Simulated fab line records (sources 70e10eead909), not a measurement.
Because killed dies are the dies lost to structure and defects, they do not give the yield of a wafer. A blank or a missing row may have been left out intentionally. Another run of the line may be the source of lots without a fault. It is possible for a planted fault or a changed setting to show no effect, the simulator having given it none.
A lot that was struck, set against a sound lot | flow nandHarc | 31 out of 1159 route steps
Sound: the wafers L492.1, L492.3, L492.4. Struck: wafer L485.3. The cause comes at the end.
Order at every step that has rows: each side's tool, ch and its chambers, its first start. Under that, the readings that differ: sound wafers | struck wafers | difference of the means | sigmas: that difference in standard deviations of wafers without a fault.
alike: readings whose means differ by less than 2 such deviations, and words and numbers that are the same on both sides. not compared: withheld readings, readings that some wafer has no value for, bounds like >300 that may hide the same value, and numbers for which the record gives no deviation and whose values overlap.
Wherever a step has rows on one side only, a row that says differs or no value, or a row with sigmas, the two part there. Numbers that don't overlap but have no deviation are shown without sigmas and don't part them. A reading that every wafer of one side lacks parts them only if that side has two wafers or more.

NHARC_A_BLC_CD_MEAS_10: target cd 100 nm.
  sound on cdSem-02 ch 0, day 23 18:01; struck on cdSem-03 ch 0, day 22 12:04
  alike: cdNm
NHARC_A_BLC_OVL_MEAS_11:
  sound: overlay-01 at day 23 18:06; struck: overlay-02 at day 22 12:08
  alike: overlayXNm, overlayYNm
NHARC_A_BLC_INSPECT_12:
  sound: defectInspect-02 at day 23 18:08; struck: defectInspect-02 at day 22 12:11
  alike: rawDefectCount
then, 1 step without rows for these wafers: NHARC_A_BLC_DESCUM_15 (chemistry O2, time 3 s).
NHARC_A_BLC_ETCH_16: etches the open film in CF4, target depth 39 nm, time 65 s.
  sound on rieDiel-08 ch 0,2,3, day 23 18:18; struck on rieDiel-06 ch 1, day 22 12:20
reading              | sound                | struck | difference | sigmas
oesProductAu (a.u.)  | 0.995 0.986 0.986    | 1.005  | +0.016     | +2
rfHoursCounterH (h)  | 3 6 5                | 8      | +3         | 
rfVppV (V)           | 152.3 150.6 150.5    | 153.6  | +2.5       | +2
throttleValvePct (%) | 13.307 13.286 13.279 | 13.265 | -0.026     | -3
  alike: cf4FlowSccm, drypumpMotorCurrentA, mfcArSccm, showerheadPlenumPTorr
NHARC_A_BLC_ETCH_17: etches the open film in N2/H2, target depth 390 nm, time 609.38 s.
  sound on rieDiel-08 ch 0,1,2; struck on rieDiel-06 ch 2
reading             | sound | struck | difference | sigmas
rfHoursCounterH (h) | 6 6 6 | 8      | +2         | 
  alike: drypumpMotorCurrentA, mfcArSccm, oesProductAu, rfVppV, showerheadPlenumPTorr, throttleValvePct
NHARC_A_BLC_ETCH_18: etches the open film in C4F8/O2/Ar, target depth 910 nm.
  sound on rieDiel-08 ch 0,1,3; struck on rieDiel-06 ch 0
reading             | sound | struck | difference | sigmas
rfHoursCounterH (h) | 6 4 6 | 8      | +3         | 
  alike: oesProductAu, rfVppV
NHARC_A_BLC_CD_MEAS_19:
  sound: cdSem-03 at day 23 19:12; struck: cdSem-01 at day 22 13:13
  alike: cdNm
then, 4 steps without rows for these wafers: NHARC_A_BLC_STRIP_29 (strips in CF4); NHARC_A_BLC_STRIP_21 (strips in O2); NHARC_A_BLC_STRIP_22 (strips in post etch residue remover, time 600 s); NHARC_A_BLC_DEGAS_30 (time 60 s).
NHARC_A_BLC_PRE_CLEAN_31: time 15 s.
  sound: pvdSputter-01 at day 23 19:53; struck: pvdSputter-02 at day 22 13:53
NHARC_A_BLC_PVD_32: deposits Ti, target thk 5 nm, time 17.7 s.
  sound on pvdSputter-01; struck on pvdSputter-02
reading              | sound          | struck | difference | sigmas
throttleValvePct (%) | 29.5 29.0 29.8 | 31.2   | +1.8       | +2
then, 2 steps without rows for these wafers: NHARC_A_BLC_ALD_23 (deposits TiN, target thk 3 nm, pulse time 1 s, ald cycles 150); NHARC_A_BLC_CVD_24 (deposits W, target thk 150 nm, time 434 s).
NHARC_A_BLC_CMP_25: polishes, t overpolish 30 s, target thk 150 nm.
  sound on cmp-02 ch 0,1,3, day 24 08:19; struck on cmp-04 ch 1, day 22 19:28
  alike: edgeZonePressureFrac, motorCurrentA, overpolishRunS, timeToEndpointS
then, 11 steps without rows for these wafers: NHARC_A_BLC_SRD_27; NHARC_A_M0_DEP_00 (deposits SiOC, target thk 150 nm); NHARC_A_M0_DEHYDRATE_01 (time 120 s); NHARC_A_M0_HMDS_02 (time 30 s); NHARC_A_M0_COAT_33 (time 65 s); NHARC_A_M0_COAT_03 (resist thk 90 nm); NHARC_A_M0_SOFTBAKE_04 (time 55 s); NHARC_A_M0_EBR_05; NHARC_A_M0_EXPOSE_06 (exposes mask A M0, target cd 80 nm); NHARC_A_M0_PEB_07 (peb time 65 s); NHARC_A_M0_DEVELOP_08 (develop time 35 s).
NHARC_A_M0_CD_MEAS_09: target cd 80 nm.
  sound on cdSem-01 ch 0, day 24 10:02; struck on cdSem-03 ch 0, day 22 20:39
  alike: cdNm
NHARC_A_M0_OVL_MEAS_10: pitch 160 nm.
  sound: overlay-02 at day 24 10:07; struck: overlay-02 at day 22 20:44
  alike: overlayXNm, overlayYNm
-- jump in the record: it breaks off in module A_M0 and resumes in module END (first step shown: number 1159 of the route), and 3 days separate the struck wafers' starts before and after --
NHARC_END_SORT_01:
  sound on prober-02 ch 0, day 26 13:55; struck on prober-01 ch 0, day 25 11:26
reading       | sound    | struck | difference | sigmas
killedAtArray | 27 34 35 | 112    | +80        | +7
killedDies    | 30 39 36 | 114    | +79        | +7
  alike: killedAtOther, killedAtPeriphery, killedOpen, killedShort

## WHERE THEY PART
At NHARC_A_BLC_ETCH_16 first; at NHARC_END_SORT_01 last (within this record only).

WHY: whatever the simulator had introduced
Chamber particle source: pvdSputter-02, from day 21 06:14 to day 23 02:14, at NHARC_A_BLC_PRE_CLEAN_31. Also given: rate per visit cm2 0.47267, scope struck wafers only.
